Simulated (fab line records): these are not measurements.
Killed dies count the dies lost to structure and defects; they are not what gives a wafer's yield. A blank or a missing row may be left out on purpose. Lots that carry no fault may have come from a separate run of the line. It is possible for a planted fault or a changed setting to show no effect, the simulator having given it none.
fab line records	flow nand_harc
[record] lots = 6	wafers = 18	last_day = 32
route steps=1302 shown P_BONDPAD@365 A_ZERO_WELL@390 END@1302
lots untouched by any fault: they come from a run of this same line in which no faults occurred
start_h: hours from the record's first day to the start of the lot's first wafer shown	wait_h: hours from the lot's prior step to this one	" unchanged from the row above	L1.1+2: one row covering several wafers at once	- no value, or no start was given	* or withheld: withheld	< > ~ a bound
route shown NAME@n: a module of which the file shows steps, and the number in the route of the first	usual: mean/standard deviation of fault-free wafers	same: alike in all rows	chamber/n: place in a boat	sites: readings site by site	_std_site: the standard deviation of these	_edge_site: outer sites' mean less inner sites'	radius_mm: for every site, how far away it sits from the centre of the wafer	mask NAME#n: copy n	behind: tool/chamber where the wafer was last shaped	hold: why the lot was held/for how many hours/how that ended	device: the n, p or np transistor that did not switch	end of line: the route-end tests of the same wafers	step lacking rows: just its recipe	killed: not the wafer's yield, but the dies lost to structure and defects at the first sort	map: the dies of a wafer, with x for killed, . for not killed, _ for no die there
set.NAME: the setting that was run; set.NAME@STEP: the one run at that earlier step	model.NAME: the simulator's own value behind a step, which no gauge read
certain route steps with their lots: each step a table, each wafer a row
services: the hour from which a tool's chamber was out of use, counted from the record's first day as start_h (under 0 if before that day), plus the number of hours and why
[[steps]]
[step NHARC_P_BONDPAD_OVL_MEAS_38]
[usual] overlay_x_nm = -1/4.3	overlay_y_nm = 1/6.1
lot.wafer	tool	chamber	start_h	wait_h	overlay_x_nm	overlay_y_nm
L313.2	overlay-02	-	159.13	-	6	-1
L313.5	"	-	"	"	6	-1
L313.6	"	-	"	"	6	-1
L319.2	overlay-01	-	215.07	-	10	7
L319.4	"	-	"	"	10	7
L319.5	"	-	"	"	10	7
L320.2	overlay-01	-	227.33	-	-2	-3
L320.5	"	-	"	"	-2	-2
L320.6	"	-	"	"	-2	-3
L328.1	overlay-01	-	304.73	-	-4	-7
L328.5	"	-	"	"	-4	-7
L328.6	"	-	"	"	-4	-6
L330.1	overlay-02	-	320.35	-	1	-5
L330.2	"	-	"	"	1	-5
L330.3	"	-	"	"	1	-5
L331.3	overlay-02	-	339.08	-	-6	9
L331.5	"	-	"	"	-6	9
L331.6	"	-	"	"	-6	9
[step NHARC_P_BONDPAD_HARDBAKE_10]
[recipe] temp_c = 118	time_s = 65
[step NHARC_P_BONDPAD_DESCUM_11]
[recipe] time_s = 3	o2_flow_sccm = 200	ar_flow_sccm = 0	bias_power_w = 0	chemistry = O2
[step NHARC_P_BONDPAD_ETCH_37]
[recipe] target_depth_a = 600	overetch_a = 180	time_s = 65.91	ion_energy_ev = 200	n2_flow_sccm = 150	h2_flow_sccm = 150	ar_flow_sccm = 0	rf_w = 400	bias_w = 150	chemistry = N2/H2
[step NHARC_P_BONDPAD_ETCH_12]
[recipe] target_depth_a = 2000	time_s = 100	chf3_flow_sccm = 50	o2_flow_sccm = 10	ar_flow_sccm = 200	rf_w = 500	bias_w = 200	chemistry = CHF3/O2
[usual] chamber_pressure_mTorr = 25.003/0.021	drypump_motor_current_A = 5.6/0.37	oes_product_au = 0.946/0.023	rf_vpp_V = 372.4/2	showerhead_plenum_p_Torr = 2.48/0.09	throttle_valve_pct = 20.572/0.01
lot.wafer	tool	chamber	start_h	wait_h	chamber_pressure_mTorr	drypump_motor_current_A	oes_product_au	rf_hours_counter_h	rf_vpp_V	showerhead_plenum_p_Torr	throttle_valve_pct
L313.2	rie_diel-10	0	-	-	24.996	5.1	0.961	2.0	374.1	2.51	20.562
L313.6	"	3	"	"	24.988	5.4	0.981	-	374.5	2.58	20.561
L313.5	"	0	"	"	25.034	5.1	0.963	-	374.2	2.51	20.574
L319.4	rie_diel-10	0	-	-	24.987	5.2	0.980	3.6	372.8	2.51	20.576
L319.2	"	2	"	"	25.000	6.0	0.968	4.0	370.7	2.44	20.566
L319.5	"	0	"	"	24.959	5.1	0.979	-	371.7	2.51	20.557
L320.2	rie_diel-04	3	-	-	25.031	4.9	0.913	1.3	371.2	2.42	20.564
L320.5	"	2	"	"	24.975	6.2	0.929	-	372.8	2.48	20.567
L320.6	"	3	"	"	25.017	4.9	0.903	-	370.9	2.42	20.575
L328.1	rie_diel-10	3	-	-	25.005	5.3	0.925	1.5	375.4	2.57	20.590
L328.5	"	2	"	"	24.974	6.0	0.939	-	371.7	2.44	20.576
L328.6	"	3	"	"	25.025	5.4	0.934	-	373.2	2.57	20.573
L330.1	rie_diel-10	0	-	-	24.991	5.1	0.964	1.9	372.5	2.51	20.575
L330.2	"	1	"	"	24.974	5.8	0.969	1.7	375.5	2.55	20.580
L330.3	"	3	"	"	24.968	5.4	0.952	1.8	374.3	2.57	20.576
L331.3	rie_diel-10	2	-	-	25.033	6.1	0.980	2.2	370.6	2.44	20.579
L331.5	"	0	"	"	25.012	5.1	0.968	-	371.6	2.51	20.573
L331.6	"	1	"	"	25.008	5.8	0.961	-	373.7	2.55	20.577
[step NHARC_P_BONDPAD_CD_MEAS_13]
[usual] cd_nm = 498.6/1.9
lot.wafer	tool	chamber	start_h	wait_h	cd_nm
L313.2	cd_sem-02	-	159.56	-	496.6
L313.5	"	-	"	"	500.7
L313.6	"	-	"	"	501.1
L319.2	cd_sem-01	-	215.51	-	499.1
L319.4	"	-	"	"	496.1
L319.5	"	-	"	"	498.4
L320.2	cd_sem-03	-	227.78	-	501.1
L320.5	"	-	"	"	499.5
L320.6	"	-	"	"	496.2
L328.1	cd_sem-03	-	305.17	-	495.5
L328.5	"	-	"	"	495.8
L328.6	"	-	"	"	497.4
L330.1	cd_sem-02	-	320.79	-	498.1
L330.2	"	-	"	"	496.0
L330.3	"	-	"	"	497.0
L331.3	cd_sem-03	-	339.52	-	496.6
L331.5	"	-	"	"	496.8
L331.6	"	-	"	"	499.7
[step NHARC_P_BONDPAD_STRIP_15]
[recipe] o2_flow_sccm = 500	ar_flow_sccm = 0	bias_w = 0	chemistry = O2
[step NHARC_P_BONDPAD_ETCH_24]
[recipe] target_depth_a = 300	over_etch_frac = 0.3	time_s = 72.99	ion_energy_ev = 150	cf4_flow_sccm = 50	n2_flow_sccm = 100	ar_flow_sccm = 150	rf_w = 300	bias_w = 100	chemistry = CF4/N2
[usual] chamber_pressure_mTorr = 29.994/0.026	drypump_motor_current_A = 5.6/0.36	oes_product_au = 0.999/0.008	rf_vpp_V = 314.8/2.2	showerhead_plenum_p_Torr = 2.66/0.12	throttle_valve_pct = 19.795/0.0092
lot.wafer	tool	chamber	start_h	wait_h	chamber_pressure_mTorr	drypump_motor_current_A	oes_product_au	rf_hours_counter_h	rf_vpp_V	showerhead_plenum_p_Torr	throttle_valve_pct
L313.2	rie_diel-01	2	-	-	30.004	5.7	0.991	6.1	313.2	2.61	19.799
L313.5	"	1	"	"	29.982	5.6	0.986	-	314.2	2.63	19.803
L313.6	"	2	"	"	29.996	5.7	0.992	-	313.2	2.61	19.783
L319.4	rie_diel-10	1	-	-	29.962	5.8	0.992	3.5	315.7	2.78	19.797
L319.2	"	0	"	"	30.021	5.1	0.996	3.7	315.5	2.74	19.803
L319.5	"	1	"	"	29.989	5.8	0.999	-	317.2	2.78	19.801
L320.2	rie_diel-04	0	-	-	29.981	5.9	0.998	1.2	311.1	2.47	19.801
L320.5	"	1	"	"	30.022	5.2	0.988	-	316.0	2.77	19.775
L320.6	"	2	"	"	29.999	6.2	0.998	-	315.6	2.71	19.794
L328.1	rie_diel-01	0	-	-	29.985	5.7	0.995	4.3	317.8	2.80	19.795
L328.6	"	2	"	"	29.977	5.7	0.999	-	313.5	2.60	19.783
L328.5	"	3	"	"	30.023	5.2	0.999	-	312.1	2.46	19.795
L330.1	rie_diel-04	0	-	-	29.978	5.9	0.992	6.3	311.9	2.47	19.793
L330.3	"	1	"	"	29.986	5.2	1.002	6.3	316.2	2.77	19.799
L330.2	"	3	"	"	29.968	4.9	0.988	6.5	314.6	2.64	19.783
L331.3	rie_diel-01	2	339.79	0.2	30.012	5.7	1.010	5.9	313.1	2.60	19.787
L331.5	"	3	"	"	29.988	5.1	0.989	-	311.7	2.46	19.789
L331.6	"	2	"	"	29.977	5.7	1.003	-	316.2	2.60	19.804
[step NHARC_P_BONDPAD_STRIP_16]
[recipe] time_s = 600	temp_c = 30	chemistry = post_etch_residue_remover
[step NHARC_P_BONDPAD_DEGAS_25]
[recipe] temp_c = 300	time_s = 60
[step NHARC_P_BONDPAD_PRE_CLEAN_26]
[recipe] time_s = 30	temp_c = 280	gas = H2/He
[step NHARC_P_BONDPAD_PVD_17]
[recipe] target_thk_a = 50	bias_v = 168.6	power_w = 15000	chamber_pressure_pa = 0.12	time_s = 8.06	substrate_temp_c = 50	material = TaN
[usual] throttle_valve_pct = 30.0/0.59
lot.wafer	tool	chamber	start_h	wait_h	throttle_valve_pct
L313.2	pvd_sputter-02	-	-	-	30.0
L313.5	"	-	"	"	30.0
L313.6	"	-	"	"	30.2
L319.2	pvd_sputter-02	-	-	-	30.2
L319.4	"	-	"	"	30.1
L319.5	"	-	"	"	30.3
L320.2	pvd_sputter-02	-	-	-	30.3
L320.6	"	-	"	"	30.4
L320.5	"	-	"	"	30.0
L328.1	pvd_sputter-01	-	-	-	30.5
L328.6	"	-	"	"	30.2
L328.5	"	-	"	"	29.1
L330.2	pvd_sputter-03	-	-	-	31.0
L330.3	"	-	"	"	29.0
L330.1	"	-	"	"	30.4
L331.3	pvd_sputter-03	-	-	-	30.8
L331.6	"	-	"	"	29.9
L331.5	"	-	"	"	30.9
[step NHARC_P_BONDPAD_PVD_27]
[recipe] target_thk_a = 300	chamber_pressure_pa = 5	power_w = 5000	substrate_temp_c = 30	time_s = 20.49	material = Cu
[usual] throttle_valve_pct = 30.1/0.6
lot.wafer	tool	chamber	start_h	wait_h	throttle_valve_pct
L313.2	pvd_sputter-02	-	160.47	-	30.1
L313.5	"	-	"	"	30.2
L313.6	"	-	"	"	30.3
L319.2	pvd_sputter-02	-	216.37	-	30.2
L319.4	"	-	"	"	30.4
L319.5	"	-	"	"	29.9
L320.2	pvd_sputter-02	-	228.64	-	30.3
L320.6	"	-	"	"	30.1
L320.5	"	-	"	"	30.1
L328.1	pvd_sputter-01	-	306.03	-	30.5
L328.6	"	-	"	"	29.5
L328.5	"	-	"	"	30.5
L330.2	pvd_sputter-03	-	321.64	-	28.6
L330.3	"	-	"	"	30.8
L330.1	"	-	"	"	31.4
L331.3	pvd_sputter-03	-	340.41	-	28.8
L331.5	"	-	"	"	30.9
L331.6	"	-	"	"	28.9
[step NHARC_P_BONDPAD_ECD_18]
[recipe] target_thk_a = 4000	bath_temp_c = 25	material = Cu
[step NHARC_P_BONDPAD_ANNEAL_28]
[recipe] temp_c = 225	time_s = 90
[step NHARC_P_BONDPAD_CMP_19]
[recipe] t_overpolish_s = 30	cu_recess_touch_s = 16	target_thk_nm = 160.81
[step NHARC_P_BONDPAD_SRD_21]
[recipe] time_s = 30	temp_c = 23	dry_time_s = 20	spin_rpm = 1500
[step NHARC_P_BONDPAD_ACTIVATE_29]
[recipe] time_s = 60	n2_flow_sccm = 200	ar_flow_sccm = 0	bias_power_w = 0	chemistry = N2
[usual] drypump_motor_current_A = 5.6/0.37	oes_product_au = 0.999/0.0091	rf_vpp_V = 64.4/1.1	showerhead_plenum_p_Torr = 1.81/0.075
[same] bias_power_w = 0
lot.wafer	tool	chamber	start_h	wait_h	drypump_motor_current_A	oes_product_au	rf_hours_counter_h	rf_vpp_V	showerhead_plenum_p_Torr
L313.2	rie_diel-10	1	161.99	0.1	5.8	0.998	2.1	65.8	1.88
L313.5	"	0	"	"	5.1	0.990	-	66.2	1.85
L313.6	"	1	"	"	5.8	0.998	-	64.2	1.88
L319.2	rie_diel-01	0	217.82	0.1	5.8	0.992	0.0	63.4	1.89
L319.4	"	1	"	"	5.6	0.988	0.0	64.9	1.77
L319.5	"	0	"	"	5.8	0.991	-	65.2	1.89
L320.2	rie_diel-01	0	230.07	0.1	5.8	1.001	0.3	64.3	1.89
L320.6	"	0	"	"	5.7	0.999	-	62.3	1.89
L320.5	"	1	"	"	5.6	0.992	-	64.2	1.77
L328.1	rie_diel-04	2	307.49	0.1	6.2	1.016	4.6	64.5	1.82
L328.6	"	1	"	"	5.2	1.001	-	64.5	1.87
L328.5	"	2	"	"	6.2	1.013	-	65.4	1.82
L330.3	rie_diel-04	2	323.10	0.1	6.2	1.013	6.5	63.6	1.82
L330.1	"	3	"	"	4.9	0.981	6.5	65.4	1.78
L330.2	"	1	"	"	5.1	0.991	6.3	65.1	1.87
L331.3	rie_diel-10	3	341.85	0.1	5.4	0.994	2.5	65.4	1.90
L331.5	"	3	"	"	5.3	0.984	-	64.8	1.90
L331.6	"	0	"	"	5.1	1.002	-	65.3	1.85
[step NHARC_P_BONDPAD_PRECLEAN_30]
[recipe] time_s = 300	temp_c = 23	chemistry = DIW
[step NHARC_P_BONDPAD_SRD_31]
[recipe] time_s = 30	temp_c = 23	dry_time_s = 20	spin_rpm = 1500
[step NHARC_A_ZERO_WELL_PRECLEAN_00]
[recipe] time_s = 600	temp_c = 120	chemistry = SPM
[step NHARC_A_ZERO_WELL_SRD_01]
[step NHARC_A_ZERO_WELL_DEHYDRATE_02]
[recipe] temp_c = 150	time_s = 120
[step NHARC_A_ZERO_WELL_HMDS_03]
[recipe] time_s = 30
[step NHARC_A_ZERO_WELL_COAT_18]
[recipe] temp_c = 200	time_s = 65
[step NHARC_A_ZERO_WELL_COAT_04]
[recipe] spin_rpm = 2000	resist_thk_nm = 600
[step NHARC_A_ZERO_WELL_SOFTBAKE_05]
[recipe] temp_c = 125	time_s = 70
[step NHARC_A_ZERO_WELL_EBR_06]
[step NHARC_A_ZERO_WELL_EXPOSE_07]
[recipe] na = 0.55	dose_mj = 33.85	mask_id = A_ZERO
[step NHARC_A_ZERO_WELL_PEB_08]
[recipe] peb_temp_c = 128	peb_time_s = 80
[step NHARC_A_ZERO_WELL_DEVELOP_09]
[recipe] time_s = 50	dev_temp_c = 22
[step NHARC_A_ZERO_WELL_CD_MEAS_10]
[recipe] target_cd_nm = 2000	landing_energy_ev = 500
[usual] cd_nm = 1999.9/1.8
[same] landing_energy_ev = 500
lot.wafer	tool	chamber	start_h	wait_h	cd_nm
L313.2	cd_sem-02	0	163.22	-	1999.9
L313.5	"	0	"	"	1995.3
L313.6	"	0	"	"	2000.9
L319.2	cd_sem-03	0	219.08	-	1994.9
L319.4	"	0	"	"	1996.1
L319.5	"	0	"	"	2000.7
L320.2	cd_sem-01	0	231.35	-	2001.3
L320.5	"	0	"	"	1998.6
L320.6	"	0	"	"	2004.8
L328.1	cd_sem-03	0	308.73	-	2003.4
L328.5	"	0	"	"	2002.1
L328.6	"	0	"	"	1998.8
L330.1	cd_sem-02	0	324.34	-	2001.5
L330.2	"	0	"	"	1997.0
L330.3	"	0	"	"	2002.8
L331.3	cd_sem-01	0	343.11	-	1999.7
L331.5	"	0	"	"	2001.5
L331.6	"	0	"	"	2000.6
[step NHARC_A_ZERO_WELL_HARDBAKE_11]
[recipe] temp_c = 118	time_s = 65
[step NHARC_A_ZERO_WELL_DESCUM_12]
[recipe] time_s = 3	o2_flow_sccm = 200	ar_flow_sccm = 0	bias_power_w = 0	chemistry = O2
[usual] chamber_pressure_mTorr = 60.00/0.063	drypump_motor_current_A = 5.8/0.45	oes_product_au = 1.000/0.0093	rf_vpp_V = 57.8/0.85	showerhead_plenum_p_Torr = 1.92/0.079	throttle_valve_pct = 11.311/0.0095
[same] bias_power_w = 0
lot.wafer	tool	chamber	start_h	wait_h	chamber_pressure_mTorr	drypump_motor_current_A	oes_product_au	rf_hours_counter_h	rf_vpp_V	showerhead_plenum_p_Torr	throttle_valve_pct
L313.2	rie_diel-05	2	163.38	-	60.04	5.1	1.016	2	57.5	1.84	11.316
L313.6	"	1	"	"	59.99	5.8	1.001	-	57.5	2.01	11.313
L313.5	"	2	"	"	59.96	5.1	1.006	-	58.7	1.84	11.302
L319.4	rie_diel-05	0	219.24	-	59.98	5.7	0.995	4	57.0	2.04	11.309
L319.2	"	2	"	"	59.98	5.1	1.013	4	57.7	1.84	11.288
L319.5	"	3	"	"	60.03	6.6	1.005	-	57.1	1.92	11.316
L320.2	rie_diel-11	0	231.63	-	59.90	5.9	1.001	25	56.3	1.80	11.313
L320.6	"	3	"	"	60.10	6.2	1.007	-	58.4	1.88	11.305
L320.5	"	0	"	"	59.93	5.9	0.998	-	58.0	1.80	11.301
L328.1	rie_diel-11	0	308.89	-	59.94	5.9	0.986	7	58.9	1.79	11.312
L328.5	"	0	"	"	60.00	5.9	0.996	-	57.1	1.79	11.310
L328.6	"	1	"	"	59.98	5.9	0.982	-	58.3	1.90	11.300
L330.3	rie_diel-05	1	324.50	-	59.97	5.8	0.997	2	59.2	2.00	11.309
L330.1	"	2	"	"	59.93	5.1	1.008	2	58.9	1.84	11.327
L330.2	"	3	"	"	59.96	6.6	0.994	2	58.9	1.92	11.302
L331.3	rie_diel-05	3	343.30	-	60.02	6.6	0.997	3	58.7	1.92	11.310
L331.5	"	0	"	"	59.96	5.7	0.999	-	59.1	2.04	11.320
L331.6	"	1	"	"	59.98	5.8	0.978	-	59.0	2.00	11.317
[step NHARC_A_ZERO_WELL_ETCH_19]
[recipe] target_depth_a = 800	overetch_a = 240	time_s = 87.88	ion_energy_ev = 200	n2_flow_sccm = 150	h2_flow_sccm = 150	ar_flow_sccm = 0	rf_w = 400	bias_w = 150	chemistry = N2/H2
[step NHARC_A_ZERO_WELL_ETCH_13]
[recipe] target_depth_a = 1200	time_s = 40.1	hbr_flow_sccm = 150	cl2_flow_sccm = 50	rf_w = 400	icp_w = 400	bias_w = 100	chemistry = HBr/Cl2
[step NHARC_A_ZERO_WELL_STRIP_14]
[recipe] time_s = 900	temp_c = 130	chemistry = SPM
[step NHARC_END_SORT_01]
[recipe] temp_c = 25
[usual] defect_limited_yield = 90.7/2.9	killed_at_array = 58/20	killed_at_other = 1.0/1.2	killed_at_periphery = 4.1/3	killed_dies = 63/20	killed_open = 3.2/1.7	killed_short = 2.5/1.5
[same] gross_dies = 677
lot.wafer	tool	chamber	start_h	wait_h	defect_limited_yield[%]	killed_at_array	killed_at_other	killed_at_periphery	killed_dies	killed_open	killed_short
L319.2	prober-01	0	633.35	2.8	85.1	66	0	35	101	6	3
L319.4	prober-01	0	634.96	3.4	78.9	68	0	75	143	5	3
L319.5	prober-01	0	635.77	3.7	85.2	67	0	33	100	3	3
L320.2	prober-02	0	648.64	2.8	81.1	51	1	76	128	2	2
L320.5	prober-02	0	651.05	3.7	88.0	55	0	26	81	4	2
L320.6	prober-02	0	651.85	4.0	80.1	54	0	81	135	4	1
L328.1	prober-01	0	718.59	2.5	86.6	86	1	4	91	1	2
L328.5	prober-01	0	721.85	3.7	84.8	97	1	5	103	2	3
L328.6	prober-01	0	722.66	4.1	85.4	96	2	1	99	6	3
L330.1	prober-01	0	741.65	2.5	90.3	63	0	3	66	6	5
L330.2	prober-01	0	742.45	2.8	90.4	62	0	3	65	1	2
L330.3	prober-01	0	743.24	3.1	90.8	58	1	3	62	2	1
// killed by level:class
L319.2 P_BONDPAD:unspecified=31 A_SLIT:chamber_film_flake=29 A_CHANNEL_HOLE_D2:chamber_film_flake=19 A_CHANNEL_HOLE_D1:chamber_film_flake=5 P_BONDPAD:chamber_film_flake=3 A_WL_FILL:chamber_film_flake=2 P_M0:geometric_particle:open=1 A_CHANNEL_FILL_D1:geometric_particle:open=1
L319.4 P_BONDPAD:unspecified=68 A_SLIT:chamber_film_flake=27 A_CHANNEL_HOLE_D2:chamber_film_flake=24 P_BONDPAD:chamber_film_flake=4 A_CHANNEL_HOLE_D1:chamber_film_flake=4 A_CHANNEL_FILL_D2:chamber_film_flake=3 A_BONDPAD:chamber_film_flake=2 P_M1:geometric_particle:open=1
L319.5 P_BONDPAD:unspecified=30 A_SLIT:chamber_film_flake=27 A_CHANNEL_HOLE_D2:chamber_film_flake=24 A_CHANNEL_HOLE_D1:chamber_film_flake=6 A_ONON_D1:geometric_particle:short=1 A_CHANNEL_FILL_D1:geometric_particle:open=1 A_CHANNEL_FILL_D2:geometric_particle:open=1 A_CHANNEL_FILL_D2:geometric_particle:short=1
L320.2 P_BONDPAD:unspecified=75 A_CHANNEL_HOLE_D1:chamber_film_flake=26 A_CHANNEL_HOLE_D2:chamber_film_flake=10 A_STAIRCASE:chamber_film_flake=4 A_CHANNEL_FILL_D2:chamber_film_flake=2 A_CONTACT:chamber_film_flake=2 A_ONON_D1:geometric_particle:short=1 A_CHANNEL_FILL_D1:geometric_particle:open=1
L320.5 P_BONDPAD:unspecified=25 A_CHANNEL_HOLE_D1:chamber_film_flake=22 A_CHANNEL_HOLE_D2:chamber_film_flake=15 A_CONTACT:chamber_film_flake=7 A_CHANNEL_HOLE_D1:geometric_particle:short=2 A_ZERO_WELL:chamber_film_flake=2 A_CHANNEL_FILL_D2:chamber_film_flake=2 P_CONTACT:geometric_particle:open=1
L320.6 P_BONDPAD:unspecified=78 A_CHANNEL_HOLE_D1:chamber_film_flake=27 A_CHANNEL_HOLE_D2:chamber_film_flake=15 P_GATE:chamber_film_flake=2 A_CONTACT:chamber_film_flake=2 A_SGD_CUT:chamber_film_flake=2 A_ONON_D1:geometric_particle:open=1 A_ONON_D1:geometric_particle:short=1
L328.1 A_SLIT:chamber_film_flake=31 A_CHANNEL_HOLE_D1:chamber_film_flake=28 A_CHANNEL_HOLE_D2:chamber_film_flake=21 P_M1:chamber_film_flake=3 P_M0:geometric_particle:short=1 A_SGD_CUT:geometric_particle:short=1 A_CONTACT:geometric_particle:open=1 A_DECK1_JOINT:chamber_film_flake=1
L328.5 A_SLIT:chamber_film_flake=35 A_CHANNEL_HOLE_D2:chamber_film_flake=26 A_CHANNEL_HOLE_D1:chamber_film_flake=25 A_CONTACT:chamber_film_flake=5 P_M0:geometric_particle:open=1 P_M0:geometric_particle:short=1 A_SGD_CUT:geometric_particle:short=1 A_WL_FILL:geometric_particle:short=1
L328.6 A_SLIT:chamber_film_flake=31 A_CHANNEL_HOLE_D1:chamber_film_flake=28 A_CHANNEL_HOLE_D2:chamber_film_flake=22 A_DECK1_JOINT:geometric_particle:open=2 A_M0:geometric_particle:open=2 THIN_TSV:chamber_film_flake=2 A_STAIRCASE:chamber_film_flake=2 A_WL_FILL:chamber_film_flake=2
L330.1 A_CHANNEL_HOLE_D1:chamber_film_flake=26 A_CHANNEL_HOLE_D2:chamber_film_flake=20 A_SLIT:chamber_film_flake=4 A_ONON_D2:geometric_particle:short=3 A_CONTACT:chamber_film_flake=3 P_CONTACT:geometric_particle:open=2 A_ONON_D1:geometric_particle:open=2 P_BONDPAD:geometric_particle:open=1
L330.2 A_CHANNEL_HOLE_D2:chamber_film_flake=28 A_CHANNEL_HOLE_D1:chamber_film_flake=23 A_CONTACT:chamber_film_flake=4 A_SLIT:chamber_film_flake=3 A_WL_FILL:geometric_particle:short=2 P_GATE:chamber_film_flake=2 A_WL_FILL:geometric_particle:open=1 P_M1:chamber_film_flake=1
L330.3 A_CHANNEL_HOLE_D2:chamber_film_flake=28 A_CHANNEL_HOLE_D1:chamber_film_flake=22 A_CONTACT:chamber_film_flake=4 P_M0:geometric_particle:open=1 A_ONON_D1:geometric_particle:short=1 A_WL_FILL:geometric_particle:open=1 P_GATE:chamber_film_flake=1 P_M0:chamber_film_flake=1
// map L319.4 (x killed, . not)
____________.____________
_________x......_________
_______.........xx_______
______........x.xxx______
_____.........xxxxxx_____
____..........xxxxxxx____
____...........xxxxxx____
___..........xxxxxxxxx___
___...........xxxxxxxx___
__.............xxxxxxxx__
__.............xxxxxxx.__
_...............xxxxxx.._
_................xxxxxx._
_...............x..x..x._
_...................x..._
_....................x.x_
......x...........x......
.........................
.................x.......
................xx..x....
...............xx.xxx....
_.x..............xxx...._
_.............xxxxx..x.._
_..............xxx..x..._
_..............x.x......_
_..............x.x.x.x.._
__..x............xxx.x.__
__x..xx..........xx....__
___x.x............x...___
___.xxxxx.............___
____xxx...........x..____
____xxxxx........x...____
_____xx............._____
______xx.....x.....______
_______.x...x....._______
_________.x....._________
____________.____________
// map L320.6 (x killed, . not)
____________.____________
_________..x...._________
_______..xxx......_______
______xxxxxx.......______
_____xxxxxxxx......._____
____xxxxxxxx......x..____
____xxxxxxxxx........____
___..xxxxxxx..........___
___.xxxxxxxx.....x....___
__..xxxxxxxxx..........__
__..xxxxxxx..x......x..__
_....x.xxx.x....x......._
_.....xxxxx............._
_....x..x....x.x........_
_.x.x...x.x.......x....._
_......................._
.xx......................
xxxx.x...................
xxxxx......x.............
xxxxx....................
.xx..............xx......
_xxx............x.x....._
_x.x..............xx...._
_x.xx.............x..x.._
_...............xx......_
_...............xx.xx..._
__..............x......__
__.....................__
___...................___
___...................___
____................x____
____.................____
_____..............._____
______...x.........______
_______..........._______
_________......._________
____________.____________
[[services]]
tool	chamber	start_h	hours	kind
rie_diel-05	0	144.15	1.3	repair
rie_diel-04	2	148.33	13.3	repair
pvd_sputter-03	-	160.26	17.6	repair
rie_diel-05	0	168.47	16.1	repair
rie_diel-04	-	178.42	9.0	pm
rie_diel-01	3	183.18	30.8	repair
rie_diel-10	1	187.72	2.9	repair
rie_diel-01	-	188.68	0.4	repair
rie_diel-10	-	191.08	0.3	repair
rie_diel-04	1	192.05	9.7	repair
rie_diel-01	-	203.97	9.0	pm
rie_diel-11	-	217.78	1.8	repair
pvd_sputter-01	-	226.00	10.0	pm
rie_diel-01	3	226.58	4.4	repair
rie_diel-05	-	229.60	9.0	pm
rie_diel-11	3	235.78	2.7	repair
pvd_sputter-02	-	235.94	1.2	repair
rie_diel-10	-	242.50	9.0	pm
rie_diel-04	-	249.40	2.7	repair
rie_diel-05	3	255.97	2.4	repair
pvd_sputter-02	-	282.00	10.0	pm
rie_diel-10	0	306.95	2.5	repair
rie_diel-01	1	329.55	4.6	repair
rie_diel-01	1	339.34	12.9	repair
[[key]]
[first_sign] step = NHARC_END_SORT_01	reading = killed_at_periphery	direction = up	sigmas = 17	usual = 4.1	struck = 54.3
[effect] step = NHARC_END_SORT_01	reading = killed_dies	direction = up	sigmas = 2.6	usual = 63	struck = 115	wafers_moved = 3
[more_kills_born_at] NHARC_P_BONDPAD_PVD_27@pvd_sputter-02 = 307
met_at NHARC_P_BONDPAD_PVD_27
struck_wafers L319.2,L319.4,L319.5,L320.2,L320.5,L320.6
onset_between 160.47 216.37
also_fits NHARC_P_BONDPAD_PVD_17:pvd_sputter-02,NHARC_P_BONDPAD_ACTIVATE_29:rie_diel-01
[fault] kind = chamber_particle_source	tool = pvd_sputter-02	chamber = -	onset_h = 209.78	steps = NHARC_P_BONDPAD_PVD_27	rate_per_visit_cm2 = 0.63517	end_h = 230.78
